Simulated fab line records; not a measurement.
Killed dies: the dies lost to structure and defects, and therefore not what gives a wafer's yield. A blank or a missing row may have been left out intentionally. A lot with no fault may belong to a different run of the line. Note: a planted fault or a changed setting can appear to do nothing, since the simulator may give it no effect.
Matching of chambers	flow n5_finfet	cmp-02 running N5_STI_FIN_REVEAL_CMP_04: 4 sister chambers
The step polishes, stops on Si3N4, t overpolish 4 s, target thk 131.83 nm. 14 wafers are shown with their chamber, then 7 later ones without.

## EACH WAFER AND ITS CHAMBER
wafer	chamber	motor_current_A (A)	time_to_endpoint_s (s)	platen_rpm (rpm)
L077.1	1	8.6	108	54.21
L077.4	0	10.6	111	54.24
L077.6	0	10.4	107	54.14
L078.2	1	8.4	108	54.15
L078.4	0	9.7	109	54.18
L078.6	0	10.0	110	54.23
L080.1	1	8.3	111	54.19
L080.3	2	8.0	104	54.21
L080.5	3	7.9	113	54.18
L082.1	1	8.2	114	54.13
L082.4	3	7.8	115	54.20
L082.5	2	8.3	109	54.25
L084.2	3	8.1	113	54.17
L084.5	2	8.1	105	54.25

SIGNATURES, as means of the wafers listed above
reading	chamber 0	chamber 1	chamber 2	chamber 3	scatter within a chamber
motor_current_A	10.175	8.375	8.133	7.933	0.259
time_to_endpoint_s	109.25	110.25	106.00	113.67	2.24
platen_rpm	54.1975	54.1700	54.2367	54.1833	0.0347
Rule: for a wafer and a chamber, the distance is found by dividing, reading by reading, the gap between the wafer's reading and the chamber's mean by the reading's scatter, squaring, summing and taking the root. The wafer belongs to the nearest chamber; if the next one is less than 2 further off, it can't be placed. The scatter is the square root of a quotient: the sum, over the shown wafers, of each reading's squared deviation from its chamber's mean, divided by wafers minus chambers.

## WAFERS WITHOUT THEIR CHAMBER
wafer	motor_current_A (A)	time_to_endpoint_s (s)	platen_rpm (rpm)
L084.6	7.9	114	54.22
L087.2	10.1	107	54.20
L087.3	7.7	108	54.13
L087.6	8.5	114	54.14
L091.2	7.8	113	54.14
L091.5	9.8	113	54.25
L091.6	8.6	118	54.17

## CHAMBER TAKEN BY EACH
wafer	from the rows above	in truth
L084.6	can't be placed: 3 or 1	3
L087.2	0	0
L087.3	can't be placed: 1 or 3 or 2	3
L087.6	can't be placed: 1 or 3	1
L091.2	can't be placed: 3 or 1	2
L091.5	0	0
L091.6	can't be placed: 3 or 1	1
Correctly placed: 2 of 7. These rows do not allow placing 5 (true chamber among the candidates in 4). 0 placed wrongly.
